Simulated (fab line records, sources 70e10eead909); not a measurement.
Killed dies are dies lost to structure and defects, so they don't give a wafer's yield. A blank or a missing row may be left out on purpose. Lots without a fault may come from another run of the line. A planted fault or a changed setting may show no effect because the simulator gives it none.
Problem report in the 8D (eight disciplines) form, filled by code | flow nand_harc | the parts of the form that need people (team, actions taken, sign-off) are left out

1. THE PROBLEM
thk_nm at NHARC_A_ONON_D1_THK_MEAS_21 reads a mean of 546 nm on 2 wafers of 2 lots; wafers without a fault read 1000 nm with a standard deviation of 7.6. That is -60 standard deviations from the usual mean.
The step: measures by ellipsometry.
First seen on wafer L301.3, day 12 18:53, on film_metro-01. The record holds 42 wafers of 14 lots with a number at this step. Rule for "out", or "out of limits": more than 4 standard deviations from the usual mean. The other wafers with a number count as sound.

2. WHAT IT IS AND WHAT IT IS NOT
question                    | is                | is not
which readings at this step | thk_nm            | -
which lots                  | L301, L303        | L282, L283, L285, L286, L289, L290, L291, L292, L293, L294, L295, L297
which wafers of those lots  | L301.3, L303.6    | L301.2, L301.5, L303.2, L303.5
read on which gauges        | film_metro-01     | film_metro-02
when                        | from day 12 18:53 | up to then (38 sound wafers); but 2 sound wafers of L303 came after

3. SUSPECTS, AND WHAT RULES EACH OUT
Counting: a tool at a process step up to the reading stays a suspect if it ran every lot that is out. Sound lots after the first of them don't rule it out here, since some wafers of a struck lot are sound.
- the gauge at NHARC_A_ONON_D1_THK_MEAS_21: ruled out. All the wafers that are out were read on film_metro-01, but those of them that NHARC_END_SORT_01 has rows for are out there too, on other tools.
- pecvd_onon-04 at NHARC_A_ONON_D1_DEP_19 (target thk 1000 nm): kept. It ran every lot that is out, first L301 (day 12 18:26); its last sound lot up to then is L297 (day 11 22:11).
Left after counting: pecvd_onon-04 at NHARC_A_ONON_D1_DEP_19.

4. THE CAUSE (what the simulator had put in)
Process parameter drift: pecvd_onon-04, from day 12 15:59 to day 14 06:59, at NHARC_A_ONON_D1_DEP_19. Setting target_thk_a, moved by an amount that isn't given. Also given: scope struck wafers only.
Counting left only this tool.

5. THE CHAIN OF EFFECTS, in route order
Each row: a reading whose mean over the struck wafers that have a number lies more than 3 standard deviations from the usual. Only readings for which the record gives a usual standard deviation are gone through. hours: the time from each lot's start at the first step in this table that gives one to its start at this step, as a median over the lots. sigmas: the change in usual standard deviations.
hours | step                        | reading         | usual   | on struck wafers | change | sigmas
0     | NHARC_A_ONON_D1_THK_MEAS_21 | thk_nm          | 1000 nm | 546              | -454   | -60
272   | NHARC_END_SORT_01           | killed_at_array | 29      | 675              | +646   | +59
272   | NHARC_END_SORT_01           | killed_dies     | 33      | 677              | +644   | +59

6. WHAT WOULD HAVE CAUGHT IT SOONER
In this record the first reading out of limits at a measuring or inspecting step was taken at day 12 18:53, 3 hours after the fault began at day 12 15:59.
Of the lots that are out (2), L303 began NHARC_A_ONON_D1_DEP_19 on pecvd_onon-04 after day 12 18:53. A hold on the tool at that time would have spared it.
